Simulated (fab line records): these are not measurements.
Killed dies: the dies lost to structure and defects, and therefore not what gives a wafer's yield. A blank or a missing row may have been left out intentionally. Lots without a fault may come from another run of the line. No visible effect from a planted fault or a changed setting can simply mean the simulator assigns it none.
Matching of chambers + flow n5_finfet + pecvd-02 running N5_GATE_CUT_PECVD_57: 3 sister chambers
The step deposits SiNx from SiH4/NH3/N2, target thk 21 nm. 6 wafers are shown with their chamber, then 7 later ones without.

== EACH WAFER AND ITS CHAMBER ==
| wafer  | chamber | throttle_valve_pct (%) | showerhead_plenum_p_Torr (Torr) |
|--------|---------|------------------------|---------------------------------|
| L076.1 | 0       | 39.6                   | 5.18                            |
| L079.5 | 1       | 40.9                   | 5.11                            |
| L082.1 | 0       | 39.9                   | 5.16                            |
| L086.2 | 1       | 41.1                   | 5.11                            |
| L087.3 | 2       | 38.2                   | 5.20                            |
| L087.4 | 2       | 38.3                   | 5.20                            |

== WAFERS MISSING THEIR CHAMBER ==
| wafer  | throttle_valve_pct (%) | showerhead_plenum_p_Torr (Torr) |
|--------|------------------------|---------------------------------|
| L087.5 | 40.9                   | 5.12                            |
| L093.2 | 40.4                   | 5.10                            |
| L093.3 | 38.5                   | 5.21                            |
| L093.6 | 40.9                   | 5.12                            |
| L097.2 | 40.8                   | 5.10                            |
| L097.3 | 39.8                   | 5.16                            |
| L097.6 | 40.6                   | 5.11                            |

== CHAMBER TAKEN BY EACH ==
| wafer  | from the rows above | in truth |
|--------|---------------------|----------|
| L087.5 | 1                   | 1        |
| L093.2 | 1                   | 1        |
| L093.3 | 2                   | 2        |
| L093.6 | 1                   | 1        |
| L097.2 | 1                   | 1        |
| L097.3 | 0                   | 0        |
| L097.6 | 1                   | 1        |
Correct placement for 7 of the 7. Left unplaced by these rows: 0. Number placed wrongly: 0.
How it was worked out, from the rows above alone: a wafer's distance from a chamber is the root of the sum, over the readings, of the square of ((its reading less the chamber's mean) divided by the reading's scatter). If the next closest chamber is less than 2 further off than the closest, the wafer can't be placed; otherwise it belongs to the closest. Each chamber's mean is taken over the wafers shown for it. The scatter: take each reading less its chamber's mean, square it, sum over the shown wafers, divide by the number of wafers less the number of chambers, and take the root.
